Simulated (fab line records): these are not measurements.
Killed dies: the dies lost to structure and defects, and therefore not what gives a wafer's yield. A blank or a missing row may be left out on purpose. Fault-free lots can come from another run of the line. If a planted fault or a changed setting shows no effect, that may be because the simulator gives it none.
Matching of chambers :: flow n5-finfet :: rie-diel-04 running N5_BEOL_M1_ETCHBACK_99: 4 sister chambers
The step etches SiO2 in CHF3, target depth 5 nm, time 10.4 s. 20 wafers are shown with their chamber, then 10 later ones without.

WAFERS WITH THEIR CHAMBER
wafer: L077.1
chamber: 3
drypump-motor-current-A (A): 5.3
showerhead-plenum-p-Torr (Torr): 2.25
rf-vpp-V (V): 245

wafer: L077.3
chamber: 2
drypump-motor-current-A (A): 6.1
showerhead-plenum-p-Torr (Torr): 2.23
rf-vpp-V (V): 240

wafer: L077.5
chamber: 0
drypump-motor-current-A (A): 5.5
showerhead-plenum-p-Torr (Torr): 2.11
rf-vpp-V (V): 234

wafer: L079.3
chamber: 0
drypump-motor-current-A (A): 5.6
showerhead-plenum-p-Torr (Torr): 2.11
rf-vpp-V (V): 236

wafer: L079.4
chamber: 2
drypump-motor-current-A (A): 6.1
showerhead-plenum-p-Torr (Torr): 2.23
rf-vpp-V (V): 241

wafer: L079.6
chamber: 3
drypump-motor-current-A (A): 5.3
showerhead-plenum-p-Torr (Torr): 2.25
rf-vpp-V (V): 245

wafer: L084.1
chamber: 3
drypump-motor-current-A (A): 5.3
showerhead-plenum-p-Torr (Torr): 2.24
rf-vpp-V (V): 244

wafer: L084.3
chamber: 2
drypump-motor-current-A (A): 6.1
showerhead-plenum-p-Torr (Torr): 2.23
rf-vpp-V (V): 242

wafer: L084.4
chamber: 1
drypump-motor-current-A (A): 6.5
showerhead-plenum-p-Torr (Torr): 2.14
rf-vpp-V (V): 256

wafer: L086.1
chamber: 0
drypump-motor-current-A (A): 5.6
showerhead-plenum-p-Torr (Torr): 2.11
rf-vpp-V (V): 234

wafer: L086.2
chamber: 2
drypump-motor-current-A (A): 6.1
showerhead-plenum-p-Torr (Torr): 2.22
rf-vpp-V (V): 243

wafer: L086.5
chamber: 2
drypump-motor-current-A (A): 6.1
showerhead-plenum-p-Torr (Torr): 2.22
rf-vpp-V (V): 239

wafer: L088.2
chamber: 2
drypump-motor-current-A (A): 6.1
showerhead-plenum-p-Torr (Torr): 2.22
rf-vpp-V (V): 241

wafer: L088.3
chamber: 1
drypump-motor-current-A (A): 6.5
showerhead-plenum-p-Torr (Torr): 2.13
rf-vpp-V (V): 255

wafer: L088.5
chamber: 3
drypump-motor-current-A (A): 5.3
showerhead-plenum-p-Torr (Torr): 2.24
rf-vpp-V (V): 244

wafer: L089.2
chamber: 1
drypump-motor-current-A (A): 6.5
showerhead-plenum-p-Torr (Torr): 2.13
rf-vpp-V (V): 255

wafer: L089.4
chamber: 3
drypump-motor-current-A (A): 5.3
showerhead-plenum-p-Torr (Torr): 2.24
rf-vpp-V (V): 244

wafer: L089.6
chamber: 3
drypump-motor-current-A (A): 5.3
showerhead-plenum-p-Torr (Torr): 2.24
rf-vpp-V (V): 244

wafer: L090.1
chamber: 3
drypump-motor-current-A (A): 5.3
showerhead-plenum-p-Torr (Torr): 2.24
rf-vpp-V (V): 244

wafer: L090.5
chamber: 3
drypump-motor-current-A (A): 5.3
showerhead-plenum-p-Torr (Torr): 2.24
rf-vpp-V (V): 243

SIGNATURES (averages over the wafers above)
reading: drypump-motor-current-A
chamber 0: 5.567
chamber 1: 6.500
chamber 2: 6.100
chamber 3: 5.300
scatter within a chamber: 0.0204

reading: showerhead-plenum-p-Torr
chamber 0: 2.1100
chamber 1: 2.1333
chamber 2: 2.2250
chamber 3: 2.2425
scatter within a chamber: 0.00479

reading: rf-vpp-V
chamber 0: 234.67
chamber 1: 255.33
chamber 2: 241.00
chamber 3: 244.12
scatter within a chamber: 1.01
Rule: for a wafer and a chamber, the distance is found by dividing, reading by reading, the gap between the wafer's reading and the chamber's mean by the reading's scatter, squaring, summing and taking the root. The wafer belongs to the nearest chamber; if the next one is less than 2 further off, it can't be placed. The scatter is the square root of a quotient: the sum, over the shown wafers, of each reading's squared deviation from its chamber's mean, divided by wafers minus chambers.

WAFERS WHOSE CHAMBER IS MISSING
wafer: L090.6
drypump-motor-current-A (A): 6.1
showerhead-plenum-p-Torr (Torr): 2.22
rf-vpp-V (V): 240

wafer: L093.3
drypump-motor-current-A (A): 6.5
showerhead-plenum-p-Torr (Torr): 2.13
rf-vpp-V (V): 257

wafer: L093.4
drypump-motor-current-A (A): 5.5
showerhead-plenum-p-Torr (Torr): 2.10
rf-vpp-V (V): 234

wafer: L093.5
drypump-motor-current-A (A): 5.3
showerhead-plenum-p-Torr (Torr): 2.24
rf-vpp-V (V): 244

wafer: L094.4
drypump-motor-current-A (A): 6.5
showerhead-plenum-p-Torr (Torr): 2.13
rf-vpp-V (V): 255

wafer: L094.5
drypump-motor-current-A (A): 6.5
showerhead-plenum-p-Torr (Torr): 2.13
rf-vpp-V (V): 254

wafer: L094.6
drypump-motor-current-A (A): 5.6
showerhead-plenum-p-Torr (Torr): 2.11
rf-vpp-V (V): 236

wafer: L096.1
drypump-motor-current-A (A): 6.5
showerhead-plenum-p-Torr (Torr): 2.13
rf-vpp-V (V): 256

wafer: L096.2
drypump-motor-current-A (A): 5.3
showerhead-plenum-p-Torr (Torr): 2.23
rf-vpp-V (V): 245

wafer: L096.3
drypump-motor-current-A (A): 5.5
showerhead-plenum-p-Torr (Torr): 2.10
rf-vpp-V (V): 236

CHAMBER TAKEN BY EACH
wafer: L090.6
from the rows above: 2
in truth: 2

wafer: L093.3
from the rows above: 1
in truth: 1

wafer: L093.4
from the rows above: 0
in truth: 0

wafer: L093.5
from the rows above: 3
in truth: 3

wafer: L094.4
from the rows above: 1
in truth: 1

wafer: L094.5
from the rows above: 1
in truth: 1

wafer: L094.6
from the rows above: 0
in truth: 0

wafer: L096.1
from the rows above: 1
in truth: 1

wafer: L096.2
from the rows above: 3
in truth: 3

wafer: L096.3
from the rows above: 0
in truth: 0
10 of 10 placed correctly. Can't be placed from these rows: 0. Placed wrongly: 0.
